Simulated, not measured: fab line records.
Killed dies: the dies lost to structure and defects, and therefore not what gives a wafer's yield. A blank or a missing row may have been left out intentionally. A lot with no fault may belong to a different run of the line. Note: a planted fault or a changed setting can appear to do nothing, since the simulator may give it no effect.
fab line records ; flow n5Finfet
[record] lots = 6; wafers = 18; lastDay = 18
route steps=1938 shown BEOL_M6@1261 BEOL_M7@1263 PASSIVATION@1936
lots with no fault: from the same line, run without faults
startH: start of the lot's first displayed wafer, in hours after the record's first day ; waitH: hours since the lot's step before ; " unchanged from the row above ; L1.1+2: a single row standing in for several wafers ; - no value present, or no start provided ; * or withheld: withheld ; < > ~ a bound
route shown NAME@n: NAME is a module with steps in the file, n the number in the route of the first one ; usual: mean/standard deviation of fault-free wafers ; same: alike in all rows ; chamber/n: place in a boat ; sites: readings site by site ; _std_site: standard deviation of those values ; _edge_site: mean of outer sites minus mean of inner sites ; radiusMm: how far each site lies from the wafer's centre ; mask NAME#n: copy n ; behind: the most recent tool/chamber to have shaped the wafer ; hold: why the lot went on hold/how many hours it stayed there/how the hold came to an end ; device: which transistor (n, p or np) failed to switch ; end of line: at the end of the route, the tests of the same wafers ; where a step has no rows: the recipe by itself ; killed: count of dies lost to structure and defects at first sort (not the wafer's yield) ; map: shows each die of a wafer: x if killed, . if not, _ if none is there
set.NAME: setting as actually run; set.NAME@STEP: the setting as run at that earlier step ; model.NAME: the simulator's own value behind a step, which no gauge read
a table for each step, a row for each wafer; lots at some steps of the route
services: from which hour (startH, from the record's first day; less than 0 if before it) a tool's chamber was out of use, for how many hours, and why
[[steps]]
[step N5_BEOL_M6_RS_MEAS_57]
[recipe] thkMeasGauge = four-point-probe; reads = Cu_of_BEOL_M6_ECD_50+Co_of_BEOL_M6_CVD_78+TaN_of_BEOL_M6_ALD_77
[usual] M6_RS = 0.294/0.011
lot.wafer;tool;chamber;startH;waitH;M6_RS[ohm/sq]
L482.2;filmMetro-02;-;194.18;0.1;0.284
L482.3;filmMetro-02;-;194.18;0.1;0.284
L482.5;filmMetro-02;-;194.18;0.1;0.290
L481.1;filmMetro-02;-;196.17;0.1;0.284
L481.3;filmMetro-02;-;196.17;0.1;0.278
L481.4;filmMetro-02;-;196.17;0.1;0.296
L494.4;filmMetro-01;-;263.78;0.1;0.279
L494.5;filmMetro-01;-;263.78;0.1;0.303
L494.6;filmMetro-01;-;263.78;0.1;0.294
L491.1;filmMetro-01;-;264.40;0.1;0.276
L491.2;filmMetro-01;-;264.40;0.1;0.292
L491.3;filmMetro-01;-;264.40;0.1;0.284
L496.1;filmMetro-02;-;301.98;0.1;0.304
L496.4;filmMetro-02;-;301.98;0.1;0.307
L496.6;filmMetro-02;-;301.98;0.1;0.286
L503.1;filmMetro-01;-;332.08;0.1;0.285
L503.3;filmMetro-01;-;332.08;0.1;0.289
L503.6;filmMetro-01;-;332.08;0.1;0.287
[step N5_BEOL_M6_INSPECT_58]
[recipe] inspectInstrument = darkfield; mode = postDep
[usual] rawDefectCount = 71/25
lot.wafer;tool;chamber;startH;waitH;rawDefectCount
L482.2;defectInspect-02;-;194.21;0.0;43
L482.3;defectInspect-02;-;194.21;0.0;51
L482.5;defectInspect-02;-;194.21;0.0;47
L481.1;defectInspect-02;-;196.19;0.0;68
L481.3;defectInspect-02;-;196.19;0.0;99
L481.4;defectInspect-02;-;196.19;0.0;71
L494.4;defectInspect-01;-;263.81;0.0;52
L494.5;defectInspect-01;-;263.81;0.0;88
L494.6;defectInspect-01;-;263.81;0.0;45
L491.1;defectInspect-02;-;264.43;0.0;89
L491.2;defectInspect-02;-;264.43;0.0;121
L491.3;defectInspect-02;-;264.43;0.0;57
L496.1;defectInspect-02;-;302.01;0.0;82
L496.4;defectInspect-02;-;302.01;0.0;42
L496.6;defectInspect-02;-;302.01;0.0;35
L503.1;defectInspect-01;-;332.10;0.0;47
L503.3;defectInspect-01;-;332.10;0.0;61
L503.6;defectInspect-01;-;332.10;0.0;32
[step N5_BEOL_M7_ILD_DEP_00]
[recipe] material = SiCOH_lowk; targetThkA = 1797.5; tempC = 300; precursor = DEMS/porogen; pressureTorr = 5; rfW = 500; timeS = 33.4
[usual] heaterPowerW = 350/70; showerheadPlenumPTorr = 5.744/0.013; throttleValvePct = 13.9/0.76
lot.wafer;tool;chamber;startH;waitH;heaterPowerW;showerheadPlenumPTorr;throttleValvePct
L482.2;pecvd-01;0;194.24;0.0;484;5.719;13.4
L482.3;pecvd-01;1;194.24;0.0;335;5.750;14.5
L482.5;pecvd-01;2;194.24;0.0;314;5.745;13.3
L481.1;pecvd-04;1;196.23;0.0;420;5.712;14.4
L481.3;pecvd-04;0;196.23;0.0;352;5.763;15.2
L481.4;pecvd-04;0;196.23;0.0;347;5.754;14.8
L494.4;pecvd-01;0;263.86;0.1;491;5.742;13.1
L494.5;pecvd-01;2;263.86;0.1;259;5.749;13.1
L494.6;pecvd-01;1;263.86;0.1;355;5.749;14.7
L491.1;pecvd-01;1;264.47;0.0;368;5.733;14.4
L491.2;pecvd-01;0;264.47;0.0;463;5.739;13.3
L491.3;pecvd-01;2;264.47;0.0;274;5.747;13.3
L496.1;pecvd-02;1;302.05;0.0;198;5.748;13.2
L496.4;pecvd-02;2;302.05;0.0;396;5.732;13.1
L496.6;pecvd-02;0;302.05;0.0;413;5.742;13.9
L503.1;pecvd-02;1;332.14;0.0;216;5.758;13.2
L503.3;pecvd-02;0;332.14;0.0;390;5.755;13.7
L503.6;pecvd-02;0;332.14;0.0;409;5.744;13.9
[step N5_BEOL_M7_CURE_74]
[recipe] tempC = 385; timeS = 240; ambient = He/Ar; material = SiCOH_lowk
[usual] lampPowerPct = 52.31/0.052; wafer_temp_C_max = 386.8/0.59
lot.wafer;tool;chamber;startH;waitH;lampPowerPct;wafer_temp_C_max
L482.2;uvCure-02;0;194.39;0.1;52.35;387.2
L482.3;uvCure-02;0;194.39;0.1;52.31;386.3
L482.5;uvCure-02;0;194.39;0.1;52.32;386.7
L481.1;uvCure-02;1;196.30;0.0;52.31;385.7
L481.3;uvCure-02;1;196.30;0.0;52.31;386.2
L481.4;uvCure-02;1;196.30;0.0;52.30;385.6
L494.4;uvCure-02;2;264.15;0.3;52.36;386.6
L494.5;uvCure-02;2;264.15;0.3;52.33;386.6
L494.6;uvCure-02;2;264.15;0.3;52.30;387.3
L491.1;uvCure-03;2;264.53;0.0;52.40;387.0
L491.2;uvCure-03;2;264.53;0.0;52.38;387.4
L491.3;uvCure-03;2;264.53;0.0;52.41;387.9
L496.1;uvCure-02;0;302.11;0.0;52.28;387.5
L496.4;uvCure-02;0;302.11;0.0;52.26;386.9
L496.6;uvCure-02;0;302.11;0.0;52.34;387.0
L503.1;uvCure-03;0;332.22;0.1;52.28;386.1
L503.3;uvCure-03;0;332.22;0.1;52.36;385.7
L503.6;uvCure-03;0;332.22;0.1;52.23;386.0
[step N5_BEOL_M7_THK_MEAS_01]
[recipe] reads = SiCOH_lowk_of_BEOL_M7_ILD_DEP_00
[usual] M7_ILD_THK = 154.9/2.3
lot.wafer;tool;chamber;startH;waitH;M7_ILD_THK[nm]
L482.2;filmMetro-02;-;194.82;0.4;151.4
L482.3;filmMetro-02;-;194.82;0.4;153.5
L482.5;filmMetro-02;-;194.82;0.4;157.2
L481.1;filmMetro-01;-;196.81;0.4;153.9
L481.3;filmMetro-01;-;196.81;0.4;152.6
L481.4;filmMetro-01;-;196.81;0.4;153.0
L494.4;filmMetro-02;-;264.42;0.2;153.8
L494.5;filmMetro-02;-;264.42;0.2;158.7
L494.6;filmMetro-02;-;264.42;0.2;155.1
L491.1;filmMetro-02;-;265.04;0.4;152.8
L491.2;filmMetro-02;-;265.04;0.4;152.0
L491.3;filmMetro-02;-;265.04;0.4;156.7
L496.1;filmMetro-01;-;302.62;0.4;155.2
L496.4;filmMetro-01;-;302.62;0.4;156.7
L496.6;filmMetro-01;-;302.62;0.4;155.8
L503.1;filmMetro-01;-;333.22;0.8;155.0
L503.3;filmMetro-01;-;333.22;0.8;155.0
L503.6;filmMetro-01;-;333.22;0.8;154.7
[step N5_BEOL_M7_PECVD_70]
[recipe] material = SiO2; targetThkA = 200; tempC = 400; precursor = TEOS/O2; pressureTorr = 5.5; rfW = 450; teosFlowSccm = 53.8; gas = O2; flowSccm = 3000; timeS = 22.7
[usual] heaterPowerW = 777/140; showerheadPlenumPTorr = 8.81/0.039; throttleValvePct = 22.3/1.3
lot.wafer;tool;chamber;startH;waitH;heaterPowerW;showerheadPlenumPTorr;throttleValvePct
L482.2;pecvd-01;2;194.86;0.0;614;8.80;20.9
L482.3;pecvd-01;0;194.86;0.0;1045;8.76;21.5
L482.5;pecvd-01;1;194.86;0.0;870;8.84;23.4
L481.1;pecvd-04;2;196.85;0.0;640;8.84;22.5
L481.3;pecvd-04;0;196.85;0.0;777;8.85;24.5
L481.4;pecvd-04;2;196.85;0.0;645;8.80;22.5
L494.4;pecvd-04;0;264.48;0.1;649;8.85;24.3
L494.5;pecvd-04;0;264.48;0.1;658;8.85;24.6
L494.6;pecvd-04;1;264.48;0.1;934;8.74;23.4
L491.1;pecvd-02;1;265.08;0.0;470;8.83;21.3
L491.2;pecvd-02;2;265.08;0.0;802;8.81;21.0
L491.3;pecvd-02;0;265.08;0.0;847;8.79;21.8
L496.1;pecvd-04;2;302.66;0.0;682;8.83;21.6
L496.4;pecvd-04;1;302.66;0.0;861;8.73;23.4
L496.6;pecvd-04;2;302.66;0.0;676;8.80;21.4
L503.1;pecvd-02;0;333.25;0.0;821;8.81;21.9
L503.3;pecvd-02;1;333.25;0.0;528;8.83;21.4
L503.6;pecvd-02;0;333.25;0.0;818;8.79;22.4
[step N5_BEOL_M7_HM_DEP_02]
[recipe] material = TiN; targetThkA = 200; tempC = 25; chamberPressurePa = 0.49996
[usual] throttleValvePct = 30.6/1.2
lot.wafer;tool;chamber;startH;waitH;throttleValvePct
L482.2;pvdSputter-02;-;194.91;0.0;30.2
L482.3;pvdSputter-02;-;194.91;0.0;29.0
L482.5;pvdSputter-02;-;194.91;0.0;30.9
L481.1;pvdSputter-03;-;197.61;0.7;31.2
L481.3;pvdSputter-03;-;197.61;0.7;31.6
L481.4;pvdSputter-03;-;197.61;0.7;31.3
L494.4;pvdSputter-01;-;266.23;1.7;27.0
L494.5;pvdSputter-01;-;266.23;1.7;27.1
L494.6;pvdSputter-01;-;266.23;1.7;28.4
L491.1;pvdSputter-01;-;266.33;1.2;27.0
L491.2;pvdSputter-01;-;266.33;1.2;28.9
L491.3;pvdSputter-01;-;266.33;1.2;28.7
L496.1;pvdSputter-01;-;303.16;0.5;28.9
L496.4;pvdSputter-01;-;303.16;0.5;27.1
L496.6;pvdSputter-01;-;303.16;0.5;30.4
L503.1;pvdSputter-03;-;333.70;0.4;31.8
L503.3;pvdSputter-03;-;333.70;0.4;31.1
L503.6;pvdSputter-03;-;333.70;0.4;31.2
[step N5_BEOL_M7_COAT_59]
[recipe] resist = SOC; tempC = 250; timeS = 60; spinRpm = 1500; resistThkNm = 100
[step N5_BEOL_M7_COAT_60]
[recipe] resist = SiARC; tempC = 220; timeS = 60; spinRpm = 1500; resistThkNm = 35
[step N5_BEOL_M7_COAT_05]
[recipe] resist = CAR-ArF; spinRpm = 1500; resistThkNm = 90
[step N5_BEOL_M7_EBR_07]
[recipe] solvent = PGMEA; ebrWidthMm = 1.5
[step N5_BEOL_M7_SOFTBAKE_06]
[recipe] tempC = 110; timeS = 60; resist = CAR-ArF
[step N5_BEOL_M7_EXPOSE_08]
[recipe] maskId = M7; na = 1.35; sourceShape = dipole; sigmaInner = 0.817; sigmaOuter = 0.97; polarization = te; doseMj = 68.25
[same] na = 1.35
lot.wafer;tool;chamber;startH;waitH;mask;model.BEOL_M7.overlayXNm
L482.2+3+5;arfiScanner-02;0;195.17;-;M7#0;0.6
L481.1+3+4;arfiScanner-02;0;197.85;-;M7#0;0.4
L494.4+5+6;arfiScanner-02;0;266.50;-;M7#0;2
L491.1+2+3;arfiScanner-02;0;266.57;-;M7#0;1.8
L496.1+4+6;arfiScanner-03;0;303.59;-;M7#0;-0.6
L503.1+3+6;arfiScanner-01;0;333.95;-;M7#0;0
[step N5_BEOL_M7_PEB_09]
[recipe] pebTempC = withheld; pebTimeS = 60; resist = CAR-ArF
[step N5_PASSIVATION_PROBE_49]
[usual] defectLimitedYield = 91.2/1.6; killed_at_M0_to_M3 = 34/11; killed_at_M4_up = 13/5.2; killedAtContacts = 13/6.3; killedAtFrontEnd = 40/14; killedAtOther = 3.2/2.4; killedDies = 104/19; killedOpen = 69/14; killedShort = 32/7.5; sort_bin_4_leakage = 0.00/0.04; sort_bin_5_function = 5.3/1.1; sort_bin_6_memory = 3.2/0.73; sort_bin_8_speed = 0.01/0.038; sortNPass = 1076/19; sortYieldPct = 91.2/1.6
[same] grossDies = 1180; killedAtBackSide = 0
lot.wafer;tool;chamber;startH;waitH;defectLimitedYield[%];killed_at_M0_to_M3;killed_at_M4_up;killedAtContacts;killedAtFrontEnd;killedAtOther;killedDies;killedOpen;killedShort;sort_bin_4_leakage[%];sort_bin_5_function[%];sort_bin_6_memory[%];sort_bin_8_speed[%];sortNPass;sortYieldPct[%]
L481.1;prober-02;-;277.15;0.0;89.1;28;8;11;80;2;129;85;41;0;6.3;4.2;0.08;1051;89.1
L481.3;prober-02;-;277.25;0.1;88.9;25;13;18;66;9;131;81;42;0;7.3;3.3;0;1049;88.9
L481.4;prober-02;-;277.30;0.2;91.8;12;12;14;59;0;97;69;27;0;5.0;3.1;0;1083;91.8
L494.4;prober-02;-;347.55;0.2;89.6;31;13;15;58;6;123;87;34;0;5.5;4.5;0;1057;89.6
L494.5;prober-02;-;347.60;0.2;87.1;39;15;15;80;3;152;107;38;0;8.1;4.1;0;1028;87.1
L494.6;prober-02;-;347.65;0.3;87.4;48;23;15;63;0;149;99;46;0;7.0;5.3;0;1031;87.4
L491.1;prober-02;-;358.47;0.0;90.1;38;18;12;49;0;117;79;38;0;5.3;4.2;0;1063;90.1
L491.2;prober-02;-;358.52;0.1;92.8;23;13;18;30;1;85;61;24;0;3.7;3.3;0;1095;92.8
L491.3;prober-02;-;358.57;0.1;93.8;28;9;7;29;0;73;47;26;0;3.5;2.4;0;1107;93.8
// killed by level:class
L481.1 STI_FIN_REVEAL:geometricParticle:open=17 FIN_SAQP:geometricParticle:short=14 FIN_SAQP:geometricParticle:open=12 DUMMY_GATE:geometricParticle:open=11 BEOL_M3:geometricParticle:open=9 MOL_CONTACT_COAG:geometricParticle:open=9 GATE_CUT:geometricParticle:short=7 BEOL_M1:geometricParticle:open=7
L481.3 STI_FIN_REVEAL:geometricParticle:open=22 MOL_CONTACT_COAG:geometricParticle:open=11 BEOL_M0_SAQP:geometricParticle:short=8 PASSIVATION:areaEtch=8 FIN_SAQP:geometricParticle:open=7 STI_FIN_REVEAL:geometricParticle:short=7 MOL_CONTACT_COAG:geometricParticle:short=7 BEOL_M4:geometricParticle:open=7
L481.4 STI_FIN_REVEAL:geometricParticle:open=24 MOL_CONTACT_COAG:geometricParticle:open=11 FIN_SAQP:geometricParticle:short=10 FIN_SAQP:geometricParticle:open=7 BEOL_M0_SAQP:geometricParticle:short=5 BEOL_M4:geometricParticle:open=5 STARTING-WAFER:geometricParticle:short=5 GATE_CUT:geometricParticle:open=3
L494.4 FIN_SAQP:geometricParticle:open=15 MOL_CONTACT_COAG:geometricParticle:open=13 STI_FIN_REVEAL:geometricParticle:open=12 BEOL_M2:geometricParticle:open=9 BEOL_M4:geometricParticle:open=8 BEOL_M0_SAQP:geometricParticle:open=6 BEOL_M0_SAQP:geometricParticle:short=6 DUMMY_GATE:geometricParticle:open=5
L494.5 STI_FIN_REVEAL:geometricParticle:open=33 MOL_CONTACT_COAG:geometricParticle:open=13 FIN_SAQP:geometricParticle:open=12 BEOL_M0_SAQP:geometricParticle:short=11 BEOL_M0_SAQP:geometricParticle:open=9 BEOL_M4:geometricParticle:open=9 STI_FIN_REVEAL:geometricParticle:short=7 BEOL_M3:geometricParticle:open=6
L494.6 STI_FIN_REVEAL:geometricParticle:open=15 FIN_SAQP:geometricParticle:open=13 MOL_CONTACT_COAG:geometricParticle:open=12 BEOL_M4:geometricParticle:open=12 FIN_SAQP:geometricParticle:short=9 BEOL_M2:geometricParticle:open=9 BEOL_M0:geometricParticle:open=7 BEOL_M0_SAQP:geometricParticle:open=7
L491.1 STI_FIN_REVEAL:geometricParticle:open=16 BEOL_M0_SAQP:geometricParticle:open=10 MOL_CONTACT_COAG:geometricParticle:open=9 BEOL_M0_SAQP:geometricParticle:short=7 BEOL_M1:geometricParticle:open=7 FIN_SAQP:geometricParticle:short=6 BEOL_M2:geometricParticle:open=5 BEOL_M4:geometricParticle:open=5
L491.2 MOL_CONTACT_COAG:geometricParticle:open=15 BEOL_M0_SAQP:geometricParticle:short=7 DUMMY_GATE:geometricParticle:open=6 FIN_SAQP:geometricParticle:open=5 STI_FIN_REVEAL:geometricParticle:open=5 BEOL_M4:geometricParticle:open=5 BEOL_M6:geometricParticle:open=5 FIN_SAQP:geometricParticle:short=4
L491.3 BEOL_M0_SAQP:geometricParticle:short=10 BEOL_M0_SAQP:geometricParticle:open=10 STI_FIN_REVEAL:geometricParticle:open=8 MOL_CONTACT_COAG:geometricParticle:open=6 FIN_SAQP:geometricParticle:short=4 DUMMY_GATE:geometricParticle:open=4 BEOL_M3:geometricParticle:open=4 GATE_CUT:geometricParticle:short=3
[[services]]
tool;chamber;startH;hours;kind
arfiScanner-03;-;173.28;4.9;pm
uvCure-02;-;181.11;2.1;pm
arfiScanner-03;-;185.51;1.0;pm
uvCure-02;-;187.43;5.1;repair
arfiScanner-02;-;189.07;0.7;repair
arfiScanner-01;-;190.00;1.0;pm
arfiScanner-03;-;212.23;1.1;repair
uvCure-03;-;217.24;7.5;pm
arfiScanner-03;-;225.80;3.9;pm
arfiScanner-01;-;230.98;1.5;repair
pecvd-01;-;238.21;2.8;pm
pecvd-02;-;240.84;1.9;repair
uvCure-02;-;241.18;2.8;pm
pecvd-01;-;243.67;0.6;repair
arfiScanner-03;-;244.05;1.0;pm
arfiScanner-03;-;246.74;2.1;repair
arfiScanner-02;-;250.18;0.8;pm
arfiScanner-02;-;265.36;1.0;pm
arfiScanner-02;-;280.25;3.9;pm
pecvd-04;-;285.18;6.0;pm
arfiScanner-02;-;289.95;0.4;repair
uvCure-03;-;319.69;1.0;pm
uvCure-02;-;320.20;7.5;pm
arfiScanner-02;-;324.40;1.3;pm
[[key]]
firstSign none at tools or gauges
[modelEffect] step = N5_BEOL_M7_EXPOSE_08; value = BEOL_M7.overlayXNm; without = 0.1; struck = 1.9
metAt N5_BEOL_M7_EXPOSE_08
struckWafers L491.1,L491.2,L491.3,L494.4,L494.5,L494.6
onsetBetween 197.85 266.50
alsoFits N5_BEOL_M7_ILD_DEP_00:pecvd-01
[fault] kind = scannerMatchingOverlay; tool = arfiScanner-02; chamber = -; onsetH = 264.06; steps = N5_BEOL_M7_EXPOSE_08; offset = 1.7692
